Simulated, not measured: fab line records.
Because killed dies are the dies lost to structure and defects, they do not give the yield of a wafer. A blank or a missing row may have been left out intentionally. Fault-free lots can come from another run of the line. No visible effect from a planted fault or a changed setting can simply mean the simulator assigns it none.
Chamber matching    flow n5_finfet    4 sister chambers for N5_MOL_CONTACT_COAG_STRIP_96 on rie_diel-03
The step strips in N2/H2. 8 wafers are shown with their chamber, then 10 later ones without.

## WAFERS PAIRED WITH THEIR CHAMBERS
wafer   chamber  drypump_motor_current_A (A)  showerhead_plenum_p_Torr (Torr)
L084.1  0        5.7                          3.17
L085.4  3        5.4                          3.56
L085.6  2        5.1                          3.36
L086.3  2        5.1                          3.35
L086.4  0        5.7                          3.16
L086.5  1        5.9                          3.39
L090.1  3        5.5                          3.56
L090.3  1        5.9                          3.39

## WAFERS MISSING THEIR CHAMBER
wafer   drypump_motor_current_A (A)  showerhead_plenum_p_Torr (Torr)
L090.6  5.9                          3.38
L092.2  5.7                          3.15
L092.4  5.9                          3.38
L092.6  5.7                          3.15
L095.2  5.9                          3.38
L095.5  5.5                          3.55
L095.6  5.1                          3.35
L096.1  5.1                          3.34
L096.4  5.4                          3.55
L096.5  5.9                          3.38

## WHICH CHAMBER EACH ONE RAN IN
wafer   from the rows above  in truth
L090.6  1                    1
L092.2  0                    0
L092.4  1                    1
L092.6  0                    0
L095.2  1                    1
L095.5  3                    3
L095.6  2                    2
L096.1  2                    2
L096.4  3                    3
L096.5  1                    1
Correct placement for 10 of the 10. Number that these rows cannot place: 0. Number placed wrongly: 0.
How it was worked out, from the rows above alone: a wafer's distance from a chamber is the root of the sum, over the readings, of the square of ((its reading less the chamber's mean) divided by the reading's scatter). The wafer belongs to the nearest chamber; if the next one is less than 2 further off, it can't be placed. Each chamber's mean is taken over the wafers shown for it. The scatter is the square root of a quotient: the sum, over the shown wafers, of each reading's squared deviation from its chamber's mean, divided by wafers minus chambers.
